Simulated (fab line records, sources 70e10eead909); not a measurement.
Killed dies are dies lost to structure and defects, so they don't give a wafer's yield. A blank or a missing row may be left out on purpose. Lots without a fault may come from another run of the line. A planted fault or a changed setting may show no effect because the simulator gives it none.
fab line records | flow nand_harc
record lots=11 wafers=33 last_day=33
route steps=1302 shown P_M2@331 END@1302
lots that met no fault: from a run of the same line without faults
start_h: hours from the record's first day to the start of the lot's first wafer shown | wait_h: hours since the lot's step before | " the same as in the row above | L1.1+2: a row that stands for several wafers | - no value, or no start given | * or withheld: withheld | < > ~ a bound
route shown NAME@n: a module of which the file shows steps, and the number in the route of the first | usual: mean/standard deviation of fault-free wafers | same: alike in all rows | chamber/n: place in a boat | sites: the reading at each site | _std_site: their standard deviation | _edge_site: outer sites' mean less inner sites' | radius_mm: how far each site lies from the wafer's centre | mask NAME#n: copy n | behind: the tool/chamber that last shaped the wafer | hold: why the lot was held/for how many hours/how that ended | device: the transistor (n, p or np) that didn't switch | end of line: the same wafers' tests at the end of the route | a step without rows: its recipe alone | killed: dies lost to structure and defects at the first sort, not the wafer's yield | map: a wafer's dies, x killed, . not, _ none there
set.NAME: the setting as run; set.NAME@STEP: as run at that earlier step | model.NAME: the simulator's own value behind a step, which no gauge read
steps of the route over a sample of lots; a table a step, a row a wafer
services: from which hour (start_h, from the record's first day; less than 0 if before it) a tool's chamber was out of use, for how many hours, and why
## steps
# step NHARC_P_M2_DESCUM_14
# recipe time_s=3 o2_flow_sccm=200 ar_flow_sccm=0 bias_power_w=0 chemistry=O2
# usual drypump_motor_current_A=5.7/0.48 oes_product_au=1.000/0.0086 rf_vpp_V=57.6/0.78 showerhead_plenum_p_Torr=1.84/0.077 throttle_valve_pct=11.313/0.0099
# columns lot.wafer tool chamber start_h wait_h drypump_motor_current_A oes_product_au rf_hours_counter_h rf_vpp_V showerhead_plenum_p_Torr throttle_valve_pct
L717.1 rie_diel-07 3 134.97 0.1 5.2 1.019 0.5 58.5 2.06 11.326
L717.5 " 1 " " 6.5 1.007 - 57.5 1.84 11.320
L717.6 " 2 " " 5.6 0.993 - 56.9 1.83 11.316
L720.4 rie_diel-07 2 163.54 0.1 5.6 1.002 2.3 56.9 1.83 11.311
L720.1 " 3 " " 5.3 1.001 2.3 58.7 2.05 11.314
L720.6 " 0 " " 5.8 0.987 - 58.7 1.88 11.321
L721.4 rie_diel-08 1 168.46 0.1 6.1 0.991 8.3 57.6 1.81 11.323
L721.1 " 3 " " 5.4 1.015 7.8 58.4 1.79 11.291
L721.5 " 0 " " 5.9 1.003 - 57.4 1.78 11.284
L722.2 rie_diel-05 1 174.78 0.1 6.4 1.005 6.5 57.1 1.84 11.312
L722.1 " 0 " " 5.3 0.988 6.7 56.8 1.79 11.327
L722.5 " 2 " " 5.2 1.006 - 57.0 1.80 11.302
L726.2 rie_diel-08 3 224.47 0.1 5.4 1.003 1.6 58.4 1.79 11.321
L726.1 " 1 " " 6.1 0.986 2.4 57.2 1.81 11.311
L726.5 " 3 " " 5.4 0.995 - 57.0 1.79 11.301
L727.3 rie_diel-07 0 233.69 0.1 5.8 0.997 6.7 57.8 1.88 11.310
L727.2 " 2 " " 5.6 0.983 7.1 57.0 1.82 11.313
L727.6 " 0 " " 5.8 0.993 - 59.4 1.88 11.290
L729.3 rie_diel-08 0 255.23 0.1 6.0 0.997 3.7 57.0 1.78 11.309
L729.5 " 3 " " 5.4 0.996 - 57.1 1.79 11.307
L729.6 " 0 " " 5.9 0.997 - 56.3 1.78 11.303
L730.4 rie_diel-07 2 255.92 0.1 5.6 0.999 7.9 57.4 1.82 11.302
L730.3 " 3 " " 5.3 0.996 7.9 57.6 2.05 11.331
L730.5 " 2 " " 5.6 0.992 - 58.1 1.82 11.320
L734.1 rie_diel-08 1 299.20 0.1 6.1 0.997 5.5 57.0 1.81 11.304
L734.3 " 3 " " 5.4 1.012 4.8 57.7 1.79 11.304
L734.6 " 0 " " 6.0 1.007 - 57.6 1.78 11.311
L736.3 rie_diel-07 1 316.48 0.1 6.5 0.978 0.8 55.9 1.84 11.312
L736.1 " 2 " " 5.6 0.984 0.8 58.8 1.82 11.316
L736.2 " 3 " " 5.3 1.001 0.8 59.3 2.05 11.319
L740.4 rie_diel-05 0 362.69 0.1 5.3 1.001 5.6 57.6 1.79 11.286
L740.5 " 3 " " 4.9 1.006 - 57.4 1.84 11.305
L740.6 " 0 " " 5.3 0.993 - 56.4 1.78 11.326
# step NHARC_P_M2_PVD_20
# recipe target_thk_a=50 bias_v=168.6 power_w=15000 chamber_pressure_pa=0.12 time_s=8.06 substrate_temp_c=50 material=TaN
# usual bias_v=168.4/1.7 cathode_dc_power_W=15001/2.4 chamber_pressure_pa=0.11997/0.00025 throttle_valve_pct=30.3/1.3
# columns lot.wafer tool chamber start_h wait_h bias_v cathode_dc_power_W chamber_pressure_pa throttle_valve_pct
L717.1 pvd_sputter-01 - 136.13 - 168.8 15000 0.11963 29.6
L717.5 " - " " 169.6 15002 0.11987 31.5
L717.6 " - " " 166.5 14997 0.11987 29.1
L720.1 pvd_sputter-02 - 164.65 - 166.7 14998 0.12077 28.8
L720.4 " - " " 167.8 15005 0.12023 31.2
L720.6 " - " " 166.4 14997 0.11985 30.3
L721.1 pvd_sputter-02 - 169.65 - 170.0 15002 0.12013 29.8
L721.4 " - " " 168.2 14999 0.11981 28.5
L721.5 " - " " 170.3 14997 0.1202 30.2
L722.2 pvd_sputter-01 - 175.93 - 170.8 14996 0.12006 29.3
L722.1 " - " " 168.9 15007 0.11989 31.0
L722.5 " - " " 168.7 15002 0.11957 29.5
L726.2 pvd_sputter-03 - 225.63 - 168.2 15002 0.11994 31.1
L726.1 " - " " 167.1 14997 0.12028 28.0
L726.5 " - " " 171.1 14997 0.1199 32.9
L727.2 pvd_sputter-03 - 234.86 - 166.0 15002 0.1201 27.9
L727.3 " - " " 169.1 15001 0.12024 31.3
L727.6 " - " " 168.5 14997 0.12002 29.3
L729.3 pvd_sputter-01 - 256.51 - 170.9 15001 0.11959 29.1
L729.6 " - " " 168.6 15004 0.12006 31.5
L729.5 " - " " 172.9 15000 0.11937 28.9
L730.4 pvd_sputter-02 - 257.08 - 170.0 14997 0.11993 28.6
L730.3 " - " " 168.4 14999 0.1201 30.5
L730.5 " - " " 168.4 15001 0.1202 30.2
L734.3 pvd_sputter-01 - 300.33 - 171.4 14598 0.11978 30.8
L734.1 " - " " 169.8 14599 0.12012 29.3
L734.6 " - " " 169.8 14597 0.11952 30.8
L736.1 pvd_sputter-01 - 317.64 - 171.1 14599 0.12025 28.9
L736.3 " - " " 167.4 14600 0.11954 30.4
L736.2 " - " " 168.1 14596 0.11978 29.5
L740.4 pvd_sputter-02 - 363.82 - 167.1 14998 0.11972 30.7
L740.6 " - " " 166.8 15004 0.11973 30.5
L740.5 " - " " 170.0 15000 0.12009 31.4
# step NHARC_P_M2_PVD_21
# recipe target_thk_a=300 chamber_pressure_pa=5 power_w=5000 substrate_temp_c=30 time_s=20.49 material=Cu
# usual cathode_dc_power_W=5000.1/0.92 chamber_pressure_pa=4.998/0.01 throttle_valve_pct=30.2/1.3
# columns lot.wafer tool chamber start_h wait_h cathode_dc_power_W chamber_pressure_pa throttle_valve_pct
L717.1 pvd_sputter-01 - - - 5001.4 4.984 31.2
L717.6 " - " " 5000.5 5.010 31.4
L717.5 " - " " 4999.1 5.003 29.5
L720.1 pvd_sputter-02 - - - 4997.8 5.000 30.3
L720.4 " - " " 5000.5 4.984 28.6
L720.6 " - " " 4999.1 4.999 30.4
L721.4 pvd_sputter-02 - - - 5000.4 4.989 28.6
L721.1 " - " " 5001.7 4.996 30.5
L721.5 " - " " 5000.7 5.012 30.2
L722.1 pvd_sputter-01 - - - 4999.7 4.997 31.2
L722.2 " - " " 5000.3 4.990 29.1
L722.5 " - " " 5000.1 5.006 29.1
L726.1 pvd_sputter-03 - - - 5001.8 5.000 28.0
L726.2 " - " " 4999.2 5.005 29.2
L726.5 " - " " 4999.8 5.008 31.6
L727.2 pvd_sputter-03 - - - 5000.1 5.003 28.1
L727.3 " - " " 5000.4 5.008 33.1
L727.6 " - " " 5001.0 5.008 29.6
L729.3 pvd_sputter-01 - - - 5000.8 5.008 29.2
L729.5 " - " " 4999.6 5.011 30.6
L729.6 " - " " 5000.4 4.995 29.1
L730.4 pvd_sputter-02 - - - 5000.7 4.994 30.7
L730.3 " - " " 4999.1 4.999 31.4
L730.5 " - " " 5000.3 4.993 30.6
L734.1 pvd_sputter-01 - - - 4999.8 4.996 29.1
L734.3 " - " " 5000.2 4.982 30.6
L734.6 " - " " 5000.5 5.010 29.3
L736.2 pvd_sputter-01 - - - 5001.7 4.974 29.0
L736.1 " - " " 4999.3 4.988 30.5
L736.3 " - " " 5000.6 4.995 29.2
L740.4 pvd_sputter-02 - - - 5000.0 5.019 29.9
L740.6 " - " " 4999.3 5.009 30.4
L740.5 " - " " 5000.5 5.003 31.2
# step NHARC_P_M2_ANNEAL_31
# recipe temp_c=225 time_s=90
# usual anneal_temp_c=224.98/0.18 wafer_temp_C_max=225.92/0.26
# columns lot.wafer tool chamber start_h wait_h anneal_temp_c wafer_temp_C_max
L717.1 rtp_anneal-01 0 136.71 0.3 225.10 226.11
L717.5 " 0 " " 225.07 226.28
L717.6 " 0 " " 225.24 226.48
L720.1 rtp_anneal-01 0 165.27 - 224.54 226.12
L720.4 " 0 " " 224.63 226.05
L720.6 " 0 " " 224.68 226.04
L721.1 rtp_anneal-02 0 170.27 0.3 224.82 225.96
L721.4 " 0 " " 224.86 226.28
L721.5 " 0 " " 225.17 226.13
L722.1 rtp_anneal-01 0 176.55 0.3 225.24 225.81
L722.2 " 0 " " 224.90 226.35
L722.5 " 0 " " 224.98 226.01
L726.1 rtp_anneal-01 0 226.22 - 224.86 226.19
L726.2 " 0 " " 224.89 225.96
L726.5 " 0 " " 224.91 226.19
L727.2 rtp_anneal-01 0 235.55 0.4 225.23 226.11
L727.3 " 0 " " 225.03 226.27
L727.6 " 0 " " 224.93 226.24
L729.3 rtp_anneal-02 0 257.23 - 225.03 225.94
L729.5 " 0 " " 225.08 226.22
L729.6 " 0 " " 225.01 225.81
L730.3 rtp_anneal-02 0 257.78 - 224.82 225.80
L730.4 " 0 " " 224.87 225.74
L730.5 " 0 " " 225.02 225.94
L734.1 rtp_anneal-01 0 301.20 0.6 225.05 225.92
L734.3 " 0 " " 224.78 225.68
L734.6 " 0 " " 225.14 225.96
L736.1 rtp_anneal-02 0 318.27 - 225.10 225.88
L736.2 " 0 " " 225.30 225.67
L736.3 " 0 " " 224.79 225.63
L740.4 rtp_anneal-02 0 364.60 - 225.09 225.64
L740.5 " 0 " " 225.35 225.90
L740.6 " 0 " " 225.18 225.93
# step NHARC_END_SORT_01
# recipe temp_c=25
# usual defect_limited_yield=91.9/2.9 killed_at_array=50/20 killed_at_other=1.2/1.5 killed_at_periphery=3.6/2.6 killed_dies=55/20 killed_open=3.4/2 killed_short=2.7/1.6 sort_bin_2_pct=2.9/1.3 sort_bin_3_pct=0.6/0.38 sort_bin_4_pct=4.6/1.6 sort_n_pass=622/20 sort_rim_yield_pct=93/3.8 sort_yield_pct=91.9/2.9
# same gross_dies=677 sort_bin_5_pct[%]=0 sort_bin_6_pct[%]=0 sort_bin_7_pct[%]=0 sort_bin_8_pct[%]=0 sort_rim_n_gross=106.00
# columns lot.wafer tool chamber start_h wait_h defect_limited_yield[%] killed_at_array killed_at_other killed_at_periphery killed_dies killed_open killed_short sort_bin_2_pct[%] sort_bin_3_pct[%] sort_bin_4_pct[%] sort_n_pass sort_rim_yield_pct[%] sort_yield_pct[%]
L717.1 prober-02 0 574.21 2.5 97.8 8 2 5 15 5 2 0.6 0.1 1.5 662 98 97.8
L717.5 prober-02 0 577.39 3.7 97.5 15 2 0 17 3 3 0.4 0.3 1.8 660 98 97.5
L717.6 prober-02 0 578.19 4.0 97.5 10 3 4 17 4 2 0.9 0 1.6 660 96 97.5
L720.1 prober-01 0 587.64 2.5 91.3 57 0 2 59 3 4 3.4 0.1 5.2 618 99 91.3
L720.4 prober-01 0 590.03 3.4 91.6 53 0 4 57 7 3 3.1 1.2 4.1 620 92 91.6
L720.6 prober-01 0 591.62 4.0 90.7 60 1 2 63 7 4 3.4 1.0 4.9 614 92 90.7
L726.1 prober-01 0 652.97 2.5 93.6 38 1 4 43 3 0 1.8 0.6 4.0 634 97 93.6
L726.2 prober-01 0 653.77 2.8 96.3 16 3 6 25 0 2 0.7 0 3.0 652 93 96.3
L726.5 prober-01 0 656.17 3.7 93.9 32 7 2 41 2 2 2.4 0 3.7 636 92 93.9
L734.1 prober-01 0 715.39 2.5 94.4 29 4 5 38 2 5 2.4 0.4 2.8 639 87 94.4
L734.3 prober-01 0 716.99 3.1 91.7 52 1 3 56 9 4 2.5 0.3 5.5 621 91 91.7
L734.6 prober-01 0 719.39 4.0 93.6 40 2 1 43 4 4 1.9 0.1 4.3 634 87 93.6
L736.1 prober-01 0 745.03 2.5 92.2 52 1 0 53 2 3 2.4 1.2 4.3 624 87 92.2
L736.2 prober-01 0 745.83 2.8 88.8 68 2 6 76 6 4 3.2 1.3 6.6 601 85 88.8
L736.3 prober-01 0 746.63 3.1 91.6 57 0 0 57 2 2 3.2 0.9 4.3 620 96 91.6
# killed by level:class
L717.1 P_CONTACT:geometric_particle:open=3 A_CONTACT:chamber_film_flake=2 THIN_TSV:chamber_film_flake=2 P_M2:geometric_particle:short=1 A_ONON_D2:geometric_particle:short=1 A_CONTACT:geometric_particle:open=1 A_M0:geometric_particle:open=1 P_CONTACT:chamber_film_flake=1
L717.5 A_CHANNEL_HOLE_D2:chamber_film_flake=4 A_ONON_D1:geometric_particle:short=2 A_CHANNEL_HOLE_D1:chamber_film_flake=2 THIN_TSV:chamber_film_flake=2 A_DECK1_JOINT:geometric_particle:open=1 A_ONON_D2:geometric_particle:open=1 A_ONON_D2:geometric_particle:short=1 A_WL_FILL:geometric_particle:open=1
L717.6 A_CHANNEL_HOLE_D2:chamber_film_flake=2 A_CONTACT:chamber_film_flake=2 THIN_TSV:chamber_film_flake=2 P_M1:geometric_particle:open=1 A_ONON_D1:geometric_particle:open=1 A_CHANNEL_FILL_D1:geometric_particle:open=1 A_SGD_CUT:geometric_particle:short=1 A_BLC:geometric_particle:open=1
L720.1 A_CHANNEL_HOLE_D1:chamber_film_flake=37 A_CHANNEL_HOLE_D2:chamber_film_flake=8 A_CHANNEL_FILL_D2:chamber_film_flake=3 A_CONTACT:chamber_film_flake=2 P_M2:geometric_particle:short=1 P_M2:geometric_particle:open=1 A_ONON_D1:geometric_particle:short=1 A_CHANNEL_HOLE_D2:geometric_particle:short=1
L720.4 A_CHANNEL_HOLE_D1:chamber_film_flake=32 A_CHANNEL_HOLE_D2:chamber_film_flake=4 A_STAIRCASE:chamber_film_flake=3 A_CONTACT:chamber_film_flake=3 A_DECK1_JOINT:geometric_particle:short=2 A_M1:geometric_particle:open=2 A_DECK1_JOINT:chamber_film_flake=2 P_M0:geometric_particle:open=1
L720.6 A_CHANNEL_HOLE_D1:chamber_film_flake=33 A_CHANNEL_HOLE_D2:chamber_film_flake=8 A_CONTACT:chamber_film_flake=5 A_STAIRCASE:chamber_film_flake=3 A_M0:geometric_particle:open=2 A_DECK1_JOINT:geometric_particle:open=2 P_CONTACT:geometric_particle:open=1 A_SOURCE_PLATE:geometric_particle:open=1
L726.1 A_CHANNEL_HOLE_D2:chamber_film_flake=13 A_CONTACT:chamber_film_flake=7 A_CHANNEL_FILL_D2:chamber_film_flake=4 A_CHANNEL_HOLE_D1:chamber_film_flake=3 A_CHANNEL_FILL_D1:chamber_film_flake=3 A_STAIRCASE:chamber_film_flake=3 A_BLC:geometric_particle:open=2 P_ZERO_WELL:chamber_film_flake=2
L726.2 A_CHANNEL_HOLE_D2:chamber_film_flake=4 A_CONTACT:chamber_film_flake=4 A_STAIRCASE:chamber_film_flake=3 THIN_TSV:chamber_film_flake=3 P_ZERO_WELL:chamber_film_flake=2 P_M1:chamber_film_flake=2 A_CHANNEL_FILL_D1:chamber_film_flake=2 P_M2:geometric_particle:short=1
L726.5 A_CONTACT:chamber_film_flake=10 A_CHANNEL_HOLE_D1:chamber_film_flake=8 THIN_TSV:chamber_film_flake=7 A_CHANNEL_HOLE_D2:chamber_film_flake=5 A_DECK1_JOINT:geometric_particle:short=1 A_WL_FILL:geometric_particle:short=1 A_M0:geometric_particle:open=1 A_M1:geometric_particle:open=1
L734.1 A_CHANNEL_HOLE_D1:chamber_film_flake=10 A_SLIT:chamber_film_flake=10 THIN_TSV:chamber_film_flake=4 P_CONTACT:chamber_film_flake=3 A_DECK1_JOINT:geometric_particle:short=2 P_CONTACT:geometric_particle:short=1 P_M0:geometric_particle:short=1 A_ONON_D2:geometric_particle:open=1
L734.3 A_SLIT:chamber_film_flake=27 A_CHANNEL_HOLE_D1:chamber_film_flake=7 A_WL_FILL:chamber_film_flake=3 P_M0:geometric_particle:open=2 A_M0:geometric_particle:open=2 A_WL_FILL:geometric_particle:open=2 A_CHANNEL_FILL_D2:chamber_film_flake=2 A_ONON_D1:geometric_particle:short=1
L734.6 A_CHANNEL_HOLE_D1:chamber_film_flake=14 A_SLIT:chamber_film_flake=12 A_WL_FILL:chamber_film_flake=3 A_BLC:chamber_film_flake=3 A_BLC:geometric_particle:open=2 THIN_TSV:chamber_film_flake=2 P_M0:geometric_particle:short=1 A_ONON_D1:geometric_particle:short=1
L736.1 A_CHANNEL_HOLE_D2:chamber_film_flake=29 A_SLIT:chamber_film_flake=11 A_STAIRCASE:chamber_film_flake=3 A_CHANNEL_HOLE_D1:chamber_film_flake=2 A_SOURCE_PLATE:geometric_particle:open=1 A_CHANNEL_FILL_D1:geometric_particle:short=1 A_ONON_D2:geometric_particle:open=1 A_ONON_D2:geometric_particle:short=1
L736.2 A_SLIT:chamber_film_flake=34 A_CHANNEL_HOLE_D1:chamber_film_flake=11 A_CHANNEL_HOLE_D2:chamber_film_flake=9 A_STAIRCASE:chamber_film_flake=4 A_CONTACT:chamber_film_flake=2 THIN_TSV:chamber_film_flake=2 P_GATE:geometric_particle:short=1 P_GATE:geometric_particle:open=1
L736.3 A_SLIT:chamber_film_flake=25 A_CHANNEL_HOLE_D2:chamber_film_flake=13 A_CHANNEL_HOLE_D1:chamber_film_flake=9 A_STAIRCASE:chamber_film_flake=3 A_M0:geometric_particle:open=2 A_DECK1_JOINT:geometric_particle:short=1 A_ONON_D2:geometric_particle:short=1 A_CHANNEL_FILL_D2:chamber_film_flake=1
## services
# columns tool chamber start_h hours kind
rie_diel-07 - 117.24 9.0 pm
rie_diel-07 0 117.24 9.0 vent_cycle
rie_diel-07 1 117.24 9.0 vent_cycle
pvd_sputter-02 - 125.57 0.9 repair
rie_diel-05 - 127.85 3.1 repair
pvd_sputter-01 - 168.36 1.5 repair
pvd_sputter-03 - 170.09 10.0 pm
rie_diel-05 3 181.98 7.8 repair
pvd_sputter-03 - 184.47 9.8 repair
rie_diel-08 - 190.80 9.0 pm
pvd_sputter-01 - 203.63 0.7 repair
rie_diel-05 3 219.98 10.7 repair
pvd_sputter-01 - 226.00 10.0 pm
rie_diel-05 - 229.66 9.0 pm
rie_diel-05 2 246.64 15.6 repair
rie_diel-08 2 267.90 7.1 repair
rie_diel-05 0 278.54 11.5 repair
pvd_sputter-02 - 282.04 10.0 pm
rie_diel-07 3 291.53 15.1 repair
rie_diel-07 - 294.24 9.0 pm
pvd_sputter-02 - 294.78 8.7 repair
rie_diel-08 0 347.29 13.9 repair
pvd_sputter-03 - 348.09 10.0 pm
pvd_sputter-03 - 358.42 0.7 repair
## key
first_sign step=NHARC_P_M2_PVD_20 reading=cathode_dc_power_W direction=down sigmas=99+ usual=* struck=*
effect none on later readings
met_at NHARC_P_M2_PVD_20
struck_lots L734,L736
not_acting_at NHARC_P_M2_DESCUM_14,NHARC_P_M2_PVD_21,NHARC_P_M2_ANNEAL_31
onset_between 256.51 300.33
fault kind=process_parameter_drift tool=pvd_sputter-01 chamber=- onset_h=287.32 steps=NHARC_P_M2_PVD_20 channel=power_w offset=* shape=step end_h=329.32 acts_in=* stated=*
